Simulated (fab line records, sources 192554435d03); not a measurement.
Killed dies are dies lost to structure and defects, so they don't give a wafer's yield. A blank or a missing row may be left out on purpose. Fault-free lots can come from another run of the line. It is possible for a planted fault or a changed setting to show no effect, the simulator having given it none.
A lot that was struck, set against a sound lot :: flow n5Finfet :: 18 steps out of a route of 1938
Sound: wafers L917.3, L917.4, L917.5. Struck: wafers L928.2, L928.3, L928.4. The cause is named last.
Per side, at each step with rows, come the tool, then ch with its chambers, and then its first start. Under that, the readings that differ: sound wafers :: struck wafers :: difference of the means :: sigmas: that difference in standard deviations of wafers without a fault.
alike: readings with means less than 2 such deviations apart, plus words and numbers identical on both sides. not compared: withheld readings, readings lacking a value on some wafer, bounds such as >300 that could conceal the same value, and numbers that have no deviation in the record and whose values overlap.
The two part at a step that has a row with sigmas, a row that says differs or no value, or rows on one side only. Non-overlapping numbers with no deviation appear without sigmas and do not part them. A reading missing from all wafers of one side parts the sides only when that side holds two or more wafers.

first, 1 step without rows for these wafers: N5_BEOL_M15_DESCUM_33 (chemistry O2, time 7.9 s).
N5_BEOL_M15_ETCH_61: etches BARC in N2/H2, target depth 89 nm, overetch 26.7 nm, time 67.9 s.
  sound on rieDiel-05 ch 2,3, day 12 16:11; struck on rieDiel-02 ch 0,1,3, day 15 18:47
  alike: chamberPressureMTorr, drypumpMotorCurrentA, n2FlowSccm, oesProductAu, rfVppV, showerheadPlenumPTorr, throttleValvePct
  not compared: rfHoursCounterH
N5_BEOL_M15_TRENCH_ETCH_34: etches SiO2 in C4F8/O2/Ar, target depth 872.93 nm, time 199 s.
  sound on rieDiel-05 ch 2,3, day 12 16:14; struck on rieDiel-02 ch 0,1,3, day 15 18:50
  alike: chamberPressureMTorr, drypumpMotorCurrentA, oes_o_777_au, oesProductAu, rfVppV, showerheadPlenumPTorr, throttleValvePct
  not compared: rfHoursCounterH
then, 3 steps without rows for these wafers: N5_BEOL_M15_STRIP_36 (strips in O2); N5_BEOL_M15_STRIP_62 (strips in O2); N5_BEOL_M15_STRIP_37 (strips in O2).
N5_BEOL_M15_ETCH_38: etches SiCN in CF4/N2, target depth 106.4 nm, time 120.5 s.
  sound on rieDiel-05 ch 1,3; struck on rieDiel-05 ch 1,2,3
  alike: chamberPressureMTorr, drypumpMotorCurrentA, n2FlowSccm, oesProductAu, rfVppV, showerheadPlenumPTorr, throttleValvePct
  not compared: rfHoursCounterH
then, 3 steps without rows for these wafers: N5_BEOL_M15_PRECLEAN_39 (cleans in residue remover, time 60 s); N5_BEOL_M15_SRD_40 (time 30 s, dry time 30 s); N5_BEOL_M15_DEGAS_41 (time 60 s).
N5_BEOL_M15_PRE_CLEAN_42: time 30 s.
  sound: pvdSputter-02 at day 12 18:01; struck: pvdSputter-02 at day 15 19:46
  alike: heaterPowerW
N5_BEOL_M15_SPUTTER_43: material TaN, target thk 15 nm, time 24.19 s.
  sound: pvdSputter-02 at day 12 18:04; struck: pvdSputter-02 at day 15 20:08
  alike: substrateTempC, throttleValvePct
then, 3 steps without rows for these wafers: N5_BEOL_M15_SPUTTER_44 (material Ta, target thk 15 nm, time 24.19 s); N5_BEOL_M15_SPUTTER_45 (material Cu, target thk 100 nm, time 16.67 s); N5_BEOL_M15_ECD_47 (material Cu, target thk 1860 nm).
N5_BEOL_M15_ANNEAL_48: time 90 s.
  sound on rtpAnneal-02 ch 0, day 12 18:44; struck on rtpAnneal-02 ch 0, day 15 20:59
  alike: wafer_temp_C_max
N5_BEOL_M15_CMP_49: polishes, stops on SiO2, t overpolish 4.9 s, target thk 850 nm.
  sound on cmp-01 ch 1,2,3, day 12 19:07; struck on cmp-03 ch 0,1,3, day 15 21:15
reading: barrierFieldEndpointS (s)
sound: 11.17 11.32 11.02
struck: 16.83 16.46 16.58
difference: +5.45
sigmas: +22
  alike: headPressurePsi, motorCurrentA, overpolishRunS, retainingRingPressureFrac, slurryFilterDpKPa
N5_BEOL_M15_THK_MEAS_50: measures by xrf.
  sound: filmMetro-01 at day 12 19:20; struck: filmMetro-02 at day 15 21:32
  alike: M15_THK

== WHERE THEY PART ==
N5_BEOL_M15_CMP_49 only, going by this record. Later steps at which nothing parts them and some readings are alike: N5_BEOL_M15_THK_MEAS_50.

WHY: whatever the simulator had introduced
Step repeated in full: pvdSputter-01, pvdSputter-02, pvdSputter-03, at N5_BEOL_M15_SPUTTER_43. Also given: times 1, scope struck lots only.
